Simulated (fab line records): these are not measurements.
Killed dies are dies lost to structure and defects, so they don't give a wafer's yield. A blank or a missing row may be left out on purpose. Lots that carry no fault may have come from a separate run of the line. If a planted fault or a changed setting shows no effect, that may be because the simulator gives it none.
The tool behind it: which one? :: flow n5Finfet :: 10 lots, 30 wafers sampled, at 5 steps of a route of 1938

WHAT THE GAUGES READ, wafer by wafer
No reading from a measuring or inspecting step in the record can be judged against a usual standard deviation.

EACH LOT AND THE TOOL THAT RAN IT (in order: tool; ch and the chambers of the sampled wafers; start)
lot: L872
N5_BEOL_M3_STRIP_19: rieDiel-06 ch 0,2,3, day 7 03:04
N5_MIM_BOT_ETCH_ETCH_00: rieMetal-01 ch 0,1, day 12 14:21
N5_PASSIVATION_PECVD_55: pecvd-03 ch 0,1,2, day 12 15:27
N5_PASSIVATION_DESCUM_32: rieDiel-04 ch 1,2,3, day 12 18:57
N5_PASSIVATION_PROBE_49: -

lot: L873
N5_BEOL_M3_STRIP_19: rieDiel-06 ch 0,3, day 7 09:21
N5_MIM_BOT_ETCH_ETCH_00: rieMetal-02 ch 0,1, day 12 13:35
N5_PASSIVATION_PECVD_55: pecvd-03 ch 0,1, day 12 14:39
N5_PASSIVATION_DESCUM_32: rieDiel-02 ch 1,2,3, day 12 20:12
N5_PASSIVATION_PROBE_49: -

lot: L874
N5_BEOL_M3_STRIP_19: rieDiel-05 ch 2,3, day 7 16:25
N5_MIM_BOT_ETCH_ETCH_00: rieMetal-03 ch 0,1, day 12 20:01
N5_PASSIVATION_PECVD_55: pecvd-02 ch 0,1, day 12 20:40
N5_PASSIVATION_DESCUM_32: rieDiel-03 ch 1,2,3, day 12 22:41
N5_PASSIVATION_PROBE_49: -

lot: L876
N5_BEOL_M3_STRIP_19: rieDiel-06 ch 1,2,3, day 8 06:56
N5_MIM_BOT_ETCH_ETCH_00: rieMetal-01 ch 0,1, day 13 13:05
N5_PASSIVATION_PECVD_55: pecvd-02 ch 0,1,2, day 13 13:59
N5_PASSIVATION_DESCUM_32: rieDiel-04 ch 0,2,3, day 13 18:37
N5_PASSIVATION_PROBE_49: -

lot: L877
N5_BEOL_M3_STRIP_19: rieDiel-06 ch 0,1,3, day 8 08:50
N5_MIM_BOT_ETCH_ETCH_00: rieMetal-01 ch 0,1, day 13 13:49
N5_PASSIVATION_PECVD_55: pecvd-03 ch 0,1,2, day 13 14:28
N5_PASSIVATION_DESCUM_32: rieDiel-02 ch 1,2,3, day 13 19:04
N5_PASSIVATION_PROBE_49: prober-02, day 14 00:59

lot: L878
N5_BEOL_M3_STRIP_19: rieDiel-06 ch 1,2, day 8 16:43
N5_MIM_BOT_ETCH_ETCH_00: rieMetal-03 ch 0,1, day 13 12:53
N5_PASSIVATION_PECVD_55: pecvd-02 ch 0,1,2, day 13 13:35
N5_PASSIVATION_DESCUM_32: rieDiel-02 ch 0,1,2, day 13 17:17
N5_PASSIVATION_PROBE_49: prober-02, day 13 22:23

lot: L882
N5_BEOL_M3_STRIP_19: rieDiel-01 ch 0,1,2, day 9 14:10
N5_MIM_BOT_ETCH_ETCH_00: rieMetal-02 ch 0,1, day 15 02:42
N5_PASSIVATION_PECVD_55: pecvd-04 ch 0,2, day 15 03:20
N5_PASSIVATION_DESCUM_32: rieDiel-04 ch 0,1,2, day 15 06:40
N5_PASSIVATION_PROBE_49: prober-01, day 15 11:26

lot: L884
N5_BEOL_M3_STRIP_19: rieDiel-05 ch 0,2, day 10 03:53
N5_MIM_BOT_ETCH_ETCH_00: rieMetal-02 ch 0,1, day 15 06:53
N5_PASSIVATION_PECVD_55: pecvd-02 ch 0,1,2, day 15 07:33
N5_PASSIVATION_DESCUM_32: rieDiel-02 ch 0,1,2, day 15 11:29
N5_PASSIVATION_PROBE_49: prober-01, day 15 16:29

lot: L887
N5_BEOL_M3_STRIP_19: rieDiel-05 ch 1,3, day 11 16:15
N5_MIM_BOT_ETCH_ETCH_00: rieMetal-02 ch 0,1, day 16 15:54
N5_PASSIVATION_PECVD_55: pecvd-04 ch 0,1, day 16 16:32
N5_PASSIVATION_DESCUM_32: rieDiel-04 ch 1,2,3, day 16 19:01
N5_PASSIVATION_PROBE_49: -

lot: L893
N5_BEOL_M3_STRIP_19: rieDiel-01 ch 1,3, day 12 13:02
N5_MIM_BOT_ETCH_ETCH_00: rieMetal-01 ch 0,1, day 17 16:31
N5_PASSIVATION_PECVD_55: pecvd-04 ch 0,2, day 17 17:10
N5_PASSIVATION_DESCUM_32: rieDiel-04 ch 0,2, day 17 19:58
N5_PASSIVATION_PROBE_49: -
- N5_BEOL_M3_STRIP_19: strips in O2.
- N5_MIM_BOT_ETCH_ETCH_00: etches TiN in Cl2/BCl3, target depth 45.5 nm.
- N5_PASSIVATION_PECVD_55: deposits SiO2 from SiH4/N2O, target thk 400 nm, time 22.5 s.
- N5_PASSIVATION_DESCUM_32: chemistry O2, time 7.9 s.
- N5_PASSIVATION_PROBE_49

AS READ BY THE TOOLS THEMSELVES (means over the sampled wafers that have a number; for cases with no such wafer, the mark the record gives instead)
N5_BEOL_M3_STRIP_19. Usual: chamberPressureMTorr 30.001 mTorr, standard deviation 0.028; drypumpMotorCurrentA 5.9 A, standard deviation 0.38; oesProductAu 0.74 a.u., standard deviation 0.075; rfVppV 3.6 V, standard deviation 0.48; showerheadPlenumPTorr 2.07 Torr, standard deviation 0.085; throttleValvePct 16.78 %, standard deviation 0.2.
lot: L872
tool: rieDiel-06
chamberPressureMTorr (mTorr): 29.977
drypumpMotorCurrentA (A): 5.8
oesProductAu (a.u.): 0.77
rfVppV (V): 3.2
showerheadPlenumPTorr (Torr): 2.03
throttleValvePct (%): 16.85
flag: 

lot: L873
tool: rieDiel-06
chamberPressureMTorr (mTorr): 30.016
drypumpMotorCurrentA (A): 5.8
oesProductAu (a.u.): 0.75
rfVppV (V): 3.8
showerheadPlenumPTorr (Torr): 2.08
throttleValvePct (%): 16.82
flag: 

lot: L874
tool: rieDiel-05
chamberPressureMTorr (mTorr): 30.014
drypumpMotorCurrentA (A): 6.2
oesProductAu (a.u.): 0.69
rfVppV (V): 3.6
showerheadPlenumPTorr (Torr): 2.05
throttleValvePct (%): 16.63
flag: 

lot: L876
tool: rieDiel-06
chamberPressureMTorr (mTorr): 29.991
drypumpMotorCurrentA (A): 5.7
oesProductAu (a.u.): 0.74
rfVppV (V): 4.1
showerheadPlenumPTorr (Torr): 2.03
throttleValvePct (%): 16.80
flag: 

lot: L877
tool: rieDiel-06
chamberPressureMTorr (mTorr): 30.019
drypumpMotorCurrentA (A): 5.7
oesProductAu (a.u.): 0.74
rfVppV (V): 3.3
showerheadPlenumPTorr (Torr): 2.08
throttleValvePct (%): 16.77
flag: 

lot: L878
tool: rieDiel-06
chamberPressureMTorr (mTorr): 30.025
drypumpMotorCurrentA (A): 5.5
oesProductAu (a.u.): 0.75
rfVppV (V): 3.7
showerheadPlenumPTorr (Torr): 1.98
throttleValvePct (%): 16.71
flag: 

lot: L882
tool: rieDiel-01
chamberPressureMTorr (mTorr): 29.995
drypumpMotorCurrentA (A): 5.8
oesProductAu (a.u.): 0.78
rfVppV (V): 3.5
showerheadPlenumPTorr (Torr): 2.04
throttleValvePct (%): 16.76
flag: 

lot: L884
tool: rieDiel-05
chamberPressureMTorr (mTorr): 30.005
drypumpMotorCurrentA (A): 6.3
oesProductAu (a.u.): 0.86
rfVppV (V): 3.4
showerheadPlenumPTorr (Torr): 2.15
throttleValvePct (%): 16.66
flag: 

lot: L887
tool: rieDiel-05
chamberPressureMTorr (mTorr): 29.994
drypumpMotorCurrentA (A): 6.1
oesProductAu (a.u.): 0.70
rfVppV (V): 3.2
showerheadPlenumPTorr (Torr): 2.11
throttleValvePct (%): 16.67
flag: 

lot: L893
tool: rieDiel-01
chamberPressureMTorr (mTorr): 29.983
drypumpMotorCurrentA (A): 5.8
oesProductAu (a.u.): 0.69
rfVppV (V): 3.4
showerheadPlenumPTorr (Torr): 2.13
throttleValvePct (%): 16.99
flag: 

N5_MIM_BOT_ETCH_ETCH_00. Usual: chamberPressureMTorr 9.999 mTorr, standard deviation 0.0094; drypumpMotorCurrentA 5.8 A, standard deviation 0.39; mfcArSccm 25.00 sccm, standard deviation 0.078; oesProductAu 0.77 a.u., standard deviation 0.067; throttleValvePct 22.12 %, standard deviation 0.18.
lot: L872
tool: rieMetal-01
chamberPressureMTorr (mTorr): 10.004
drypumpMotorCurrentA (A): 5.9
mfcArSccm (sccm): 25.02
oesProductAu (a.u.): 0.77
throttleValvePct (%): 22.23
flag: 

lot: L873
tool: rieMetal-02
chamberPressureMTorr (mTorr): 9.994
drypumpMotorCurrentA (A): 5.6
mfcArSccm (sccm): 24.97
oesProductAu (a.u.): 0.83
throttleValvePct (%): 22.01
flag: 

lot: L874
tool: rieMetal-03
chamberPressureMTorr (mTorr): 10.001
drypumpMotorCurrentA (A): 6.1
mfcArSccm (sccm): 25.01
oesProductAu (a.u.): 0.72
throttleValvePct (%): 22.20
flag: 

lot: L876
tool: rieMetal-01
chamberPressureMTorr (mTorr): 10.000
drypumpMotorCurrentA (A): 5.6
mfcArSccm (sccm): 25.06
oesProductAu (a.u.): 0.74
throttleValvePct (%): 22.24
flag: 

lot: L877
tool: rieMetal-01
chamberPressureMTorr (mTorr): 10.003
drypumpMotorCurrentA (A): 5.7
mfcArSccm (sccm): 25.03
oesProductAu (a.u.): 0.73
throttleValvePct (%): 22.24
flag: 

lot: L878
tool: rieMetal-03
chamberPressureMTorr (mTorr): 9.992
drypumpMotorCurrentA (A): 6.1
mfcArSccm (sccm): 25.04
oesProductAu (a.u.): 0.72
throttleValvePct (%): 22.21
flag: 

lot: L882
tool: rieMetal-02
chamberPressureMTorr (mTorr): 9.998
drypumpMotorCurrentA (A): 5.6
mfcArSccm (sccm): 24.95
oesProductAu (a.u.): 0.81
throttleValvePct (%): 22.02
flag: 

lot: L884
tool: rieMetal-02
chamberPressureMTorr (mTorr): 9.991
drypumpMotorCurrentA (A): 5.4
mfcArSccm (sccm): 24.96
oesProductAu (a.u.): 0.78
throttleValvePct (%): 21.97
flag: 

lot: L887
tool: rieMetal-02
chamberPressureMTorr (mTorr): 9.992
drypumpMotorCurrentA (A): 5.4
mfcArSccm (sccm): 25.00
oesProductAu (a.u.): 0.77
throttleValvePct (%): 21.98
flag: 

lot: L893
tool: rieMetal-01
chamberPressureMTorr (mTorr): 9.993
drypumpMotorCurrentA (A): 5.7
mfcArSccm (sccm): 24.98
oesProductAu (a.u.): 0.71
throttleValvePct (%): 22.26
flag: 

N5_PASSIVATION_PECVD_55. Usual: heaterPowerW 647 W, standard deviation 91; showerheadPlenumPTorr 8.20 Torr, standard deviation 0.06; throttleValvePct 51 %, standard deviation 3.4.
lot: L872
tool: pecvd-03
heaterPowerW (W): 587
showerheadPlenumPTorr (Torr): 8.25
throttleValvePct (%): 52
flag: 

lot: L873
tool: pecvd-03
heaterPowerW (W): 602
showerheadPlenumPTorr (Torr): 8.23
throttleValvePct (%): 54
flag: 

lot: L874
tool: pecvd-02
heaterPowerW (W): 667
showerheadPlenumPTorr (Torr): 8.26
throttleValvePct (%): 54
flag: 

lot: L876
tool: pecvd-02
heaterPowerW (W): 687
showerheadPlenumPTorr (Torr): 8.20
throttleValvePct (%): 51
flag: 

lot: L877
tool: pecvd-03
heaterPowerW (W): 555
showerheadPlenumPTorr (Torr): 8.25
throttleValvePct (%): 51
flag: 

lot: L878
tool: pecvd-02
heaterPowerW (W): 700
showerheadPlenumPTorr (Torr): 8.21
throttleValvePct (%): 51
flag: 

lot: L882
tool: pecvd-04
heaterPowerW (W): 669
showerheadPlenumPTorr (Torr): 8.14
throttleValvePct (%): 53
flag: 

lot: L884
tool: pecvd-02
heaterPowerW (W): 713
showerheadPlenumPTorr (Torr): 8.21
throttleValvePct (%): 51
flag: 

lot: L887
tool: pecvd-04
heaterPowerW (W): 705
showerheadPlenumPTorr (Torr): 8.11
throttleValvePct (%): 50
flag: 

lot: L893
tool: pecvd-04
heaterPowerW (W): 644
showerheadPlenumPTorr (Torr): 8.14
throttleValvePct (%): 54
flag: 

N5_PASSIVATION_DESCUM_32. Usual: value, then standard deviation, for each; biasPowerW 20.00 W / 0.057; chamberPressureMTorr 19.998 mTorr / 0.018; drypumpMotorCurrentA 5.8 A / 0.37; oesProductAu 0.82 a.u. / 0.078; rfVppV 243.2 V / 1.4; showerheadPlenumPTorr 2.10 Torr / 0.081; throttleValvePct 20.28 % / 0.14.
lot: L872
tool: rieDiel-04
biasPowerW (W): 20.02
chamberPressureMTorr (mTorr): 20.016
drypumpMotorCurrentA (A): 5.9
oesProductAu (a.u.): 0.81
rfVppV (V): 243.1
showerheadPlenumPTorr (Torr): 2.08
throttleValvePct (%): 20.29
flag: 

lot: L873
tool: rieDiel-02
biasPowerW (W): 20.05
chamberPressureMTorr (mTorr): 19.997
drypumpMotorCurrentA (A): 5.9
oesProductAu (a.u.): 0.77
rfVppV (V): 243.1
showerheadPlenumPTorr (Torr): 2.12
throttleValvePct (%): 20.26
flag: 

lot: L874
tool: rieDiel-03
biasPowerW (W): 20.02
chamberPressureMTorr (mTorr): 20.004
drypumpMotorCurrentA (A): 5.7
oesProductAu (a.u.): 0.83
rfVppV (V): 243.6
showerheadPlenumPTorr (Torr): 2.09
throttleValvePct (%): 20.37
flag: 

lot: L876
tool: rieDiel-04
biasPowerW (W): 20.01
chamberPressureMTorr (mTorr): 20.015
drypumpMotorCurrentA (A): 5.8
oesProductAu (a.u.): 0.84
rfVppV (V): 242.9
showerheadPlenumPTorr (Torr): 2.09
throttleValvePct (%): 20.22
flag: 

lot: L877
tool: rieDiel-02
biasPowerW (W): 20.02
chamberPressureMTorr (mTorr): 19.989
drypumpMotorCurrentA (A): 5.9
oesProductAu (a.u.): 0.77
rfVppV (V): 242.5
showerheadPlenumPTorr (Torr): 2.12
throttleValvePct (%): 20.27
flag: 

lot: L878
tool: rieDiel-02
biasPowerW (W): 19.99
chamberPressureMTorr (mTorr): 20.000
drypumpMotorCurrentA (A): 5.8
oesProductAu (a.u.): 0.81
rfVppV (V): 243.5
showerheadPlenumPTorr (Torr): 2.10
throttleValvePct (%): 20.32
flag: 

lot: L882
tool: rieDiel-04
biasPowerW (W): 20.02
chamberPressureMTorr (mTorr): 19.991
drypumpMotorCurrentA (A): 5.9
oesProductAu (a.u.): 0.81
rfVppV (V): 243.9
showerheadPlenumPTorr (Torr): 2.14
throttleValvePct (%): 20.32
flag: 

lot: L884
tool: rieDiel-02
biasPowerW (W): 20.05
chamberPressureMTorr (mTorr): 19.991
drypumpMotorCurrentA (A): 5.8
oesProductAu (a.u.): 0.79
rfVppV (V): 243.2
showerheadPlenumPTorr (Torr): 2.09
throttleValvePct (%): 20.35
flag: 

lot: L887
tool: rieDiel-04
biasPowerW (W): 20.02
chamberPressureMTorr (mTorr): 19.987
drypumpMotorCurrentA (A): 5.8
oesProductAu (a.u.): 0.78
rfVppV (V): 243.6
showerheadPlenumPTorr (Torr): 2.07
throttleValvePct (%): 20.34
flag: 

lot: L893
tool: rieDiel-04
biasPowerW (W): 19.98
chamberPressureMTorr (mTorr): 19.991
drypumpMotorCurrentA (A): 6.0
oesProductAu (a.u.): 0.86
rfVppV (V): 243.0
showerheadPlenumPTorr (Torr): 2.10
throttleValvePct (%): 20.31
flag: 

N5_PASSIVATION_PROBE_49. Usual: defectLimitedYield 91.4 %, standard deviation 1.5; killed_at_M0_to_M3 32, standard deviation 9.8; killed_at_M4_up 15, standard deviation 5.6; killedAtContacts 12, standard deviation 5.4; killedAtFrontEnd 40, standard deviation 13; killedAtOther 3.0, standard deviation 2.1; killedDies 102, standard deviation 17; killedOnRim 14, standard deviation 4.4; killedOpen 67, standard deviation 13; killedShort 32, standard deviation 7.1; sort_bin_5_function 5.1 %, standard deviation 0.96; sort_bin_6_memory 3.2 %, standard deviation 0.7; sort_bin_8_speed 0.0 %, standard deviation 0.3; sortNPass 1078, standard deviation 18; sortYieldPct 91.3 %, standard deviation 1.5.
lot: L877
tool: prober-02
defectLimitedYield (%): 92.2
killed_at_M0_to_M3: 24
killed_at_M4_up: 17
killedAtContacts: 20
killedAtFrontEnd: 26
killedAtOther: 6.0
killedDies: 92
killedOnRim: 11
killedOpen: 61
killedShort: 31
sort_bin_5_function (%): 4.7
sort_bin_6_memory (%): 2.8
sort_bin_8_speed (%): 0.0
sortNPass: 1088
sortYieldPct (%): 92.2
flag: 

lot: L878
tool: prober-02
defectLimitedYield (%): 78.5
killed_at_M0_to_M3: 178
killed_at_M4_up: 12
killedAtContacts: 11
killedAtFrontEnd: 49
killedAtOther: 3.3
killedDies: 254
killedOnRim: 30
killedOpen: 79
killedShort: 33
sort_bin_5_function (%): 12.1
sort_bin_6_memory (%): 5.1
sort_bin_8_speed (%): 0.0
sortNPass: 926
sortYieldPct (%): 78.5
flag: OFF

lot: L882
tool: prober-01
defectLimitedYield (%): 90.7
killed_at_M0_to_M3: 46
killed_at_M4_up: 17
killedAtContacts: 14
killedAtFrontEnd: 31
killedAtOther: 2.3
killedDies: 110
killedOnRim: 17
killedOpen: 69
killedShort: 37
sort_bin_5_function (%): 5.8
sort_bin_6_memory (%): 3.2
sort_bin_8_speed (%): 0.0
sortNPass: 1070
sortYieldPct (%): 90.7
flag: 

lot: L884
tool: prober-01
defectLimitedYield (%): 90.6
killed_at_M0_to_M3: 33
killed_at_M4_up: 13
killedAtContacts: 13
killedAtFrontEnd: 48
killedAtOther: 4.3
killedDies: 111
killedOnRim: 16
killedOpen: 67
killedShort: 41
sort_bin_5_function (%): 5.8
sort_bin_6_memory (%): 3.2
sort_bin_8_speed (%): 0.0
sortNPass: 1069
sortYieldPct (%): 90.6
flag: 

THE ANSWER, worked out from the rows above alone
Rule: a lot is off if the mean of its wafers that have a number lies more than 3 standard deviations from the usual mean. A lot without any number at a reading at which 4 lots or more have one is off too. All remaining lots with rows at the step are treated as sound. Order of review: gauges by route order, followed by the tools' own readings, for which a lot's mean as printed above is used. At the first step where some lot is off, the reading lying furthest off is the one used; lots without a number count as furthest.
Off, at N5_PASSIVATION_PROBE_49 on killed_at_M0_to_M3: L878. Neither off nor sound, because the step has no rows for them: L872, L873, L874, L876, L887, L893.
If a tool, at that step or one of the process steps before it, ran each lot that is off and ran no sound lot following the first of them, it fits. 2 tools fit, rieDiel-06 at N5_BEOL_M3_STRIP_19 and rieMetal-03 at N5_MIM_BOT_ETCH_ETCH_00, so this cannot tell which one it is.

WHAT THE SIMULATOR HAD INSERTED
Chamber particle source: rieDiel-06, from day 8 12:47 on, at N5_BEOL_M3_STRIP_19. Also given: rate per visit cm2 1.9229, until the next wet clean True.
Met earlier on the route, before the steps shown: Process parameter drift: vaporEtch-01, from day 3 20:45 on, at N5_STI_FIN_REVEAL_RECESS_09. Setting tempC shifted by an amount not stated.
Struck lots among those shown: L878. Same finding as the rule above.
